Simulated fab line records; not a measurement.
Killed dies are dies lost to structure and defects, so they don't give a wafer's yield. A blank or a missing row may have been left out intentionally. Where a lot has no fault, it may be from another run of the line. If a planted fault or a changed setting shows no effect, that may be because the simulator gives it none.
Problem report, 8D (eight disciplines) form, completed by code / flow n5-finfet / the parts of the form that need people (team, actions taken, sign-off) are left out

== 1. THE PROBLEM ==
Across 2 wafers from 2 lots, M3_ILD_THK at N5_BEOL_M3_THK_MEAS_01 averages 113.0 nm, while fault-free wafers read 78.9 nm with a standard deviation of 0.94. That puts it +36 standard deviations away from the usual mean.
The first sign was on wafer L176.2 at day 7 11:28, on film-metro-01. The record has a number at this step for 26 wafers belonging to 9 lots. The rule behind "out" and "out of limits": a value lying over 4 standard deviations away from the usual mean. The rest of the wafers with a number are treated as sound.

== 2. WHAT IT IS AND WHAT IT IS NOT ==
question=which readings at this step | is=M3_ILD_THK | is not=-
question=which lots | is=L176, L180 | is not=L174, L188, L189, L190, L191, L192, L194
question=which wafers of those lots | is=L176.2, L180.3 | is not=L176.4, L176.6, L180.6
question=read on which gauges | is=film-metro-01, film-metro-02 | is not=-
question=when | is=from day 7 11:28 | is not=up to then (5 sound wafers); but 19 sound wafers of L180, L188, L189, L190, L191, L192, L194 came after

== 3. SUSPECTS, AND WHAT RULES EACH OUT ==
Counting: a tool at a process step up to the reading stays a suspect if it ran every lot that is out. Sound lots after the first of them don't rule it out here, since some wafers of a struck lot are sound.
- the gauge at N5_BEOL_M3_THK_MEAS_01 has been ruled out. Those wafers that are out were read across 2 gauges (film-metro-01, film-metro-02).
- pecvd-01 at N5_BEOL_M3_ILD_DEP_00 (deposits SiOC from DEMS/O2, target thk 79 nm, time 15.3 s): kept. Every lot that is out went through it, the first being L176 (day 7 11:24); the last sound lot it ran before that was L174 (day 6 22:07).
Left after counting: pecvd-01 at N5_BEOL_M3_ILD_DEP_00.

== 4. THE CAUSE (what the simulator had put in) ==
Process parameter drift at N5_BEOL_M3_ILD_DEP_00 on pecvd-01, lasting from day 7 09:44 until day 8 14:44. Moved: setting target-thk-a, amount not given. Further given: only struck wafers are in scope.
The count eliminated every tool but this one.

== 5. SEQUENCE OF EFFECTS, ordered by route ==
One row per reading whose mean, taken over the struck wafers that have a number, lies over 3 standard deviations from the usual. Only readings whose record carries a usual standard deviation are examined. hours: median over the lots of the time between each lot's start at the first step of this table that gives one and its start at this step. sigmas: the change, counted in usual standard deviations.
hours=0; step=N5_BEOL_M3_THK_MEAS_01; reading=M3_ILD_THK; usual=78.9 nm; on struck wafers=113.0; change=+34.1; sigmas=+36
hours=127; step=N5_PASSIVATION_PROBE_49; reading=defect-limited-yield; usual=91.1 %; on struck wafers=0.0; change=-91.1; sigmas=-70
hours=127; step=N5_PASSIVATION_PROBE_49; reading=killed_at_M0_to_M3; usual=36; on struck wafers=1107; change=+1071; sigmas=+99 or more
hours=127; step=N5_PASSIVATION_PROBE_49; reading=killed-dies; usual=105; on struck wafers=1180; change=+1075; sigmas=+72
hours=127; step=N5_PASSIVATION_PROBE_49; reading=killed-on-rim; usual=14; on struck wafers=152; change=+138; sigmas=+39
hours=127; step=N5_PASSIVATION_PROBE_49; reading=sort_bin_5_function; usual=5.3 %; on struck wafers=95.9; change=+90.6; sigmas=+99 or more
hours=127; step=N5_PASSIVATION_PROBE_49; reading=sort-n-pass; usual=1075; on struck wafers=0; change=-1075; sigmas=-72
hours=127; step=N5_PASSIVATION_PROBE_49; reading=sort-yield-pct; usual=91.1 %; on struck wafers=0.0; change=-91.1; sigmas=-70
The process steps in it:
- N5_PASSIVATION_PROBE_49

== 6. HOW IT WOULD HAVE BEEN CAUGHT EARLIER ==
The first out-of-limits reading at a measuring or inspecting step in this record came at day 7 11:28, 2 hours after the fault's start at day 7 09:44.
No tool reading at N5_BEOL_M3_ILD_DEP_00 that has a usual standard deviation in the record was out on any struck wafer, so an alarm limit of 4 standard deviations on those readings would not have fired.
Lots out: 2; of these, L180 started N5_BEOL_M3_ILD_DEP_00 on pecvd-01 after day 7 11:28. Had the tool been put on hold then, it would have been spared.
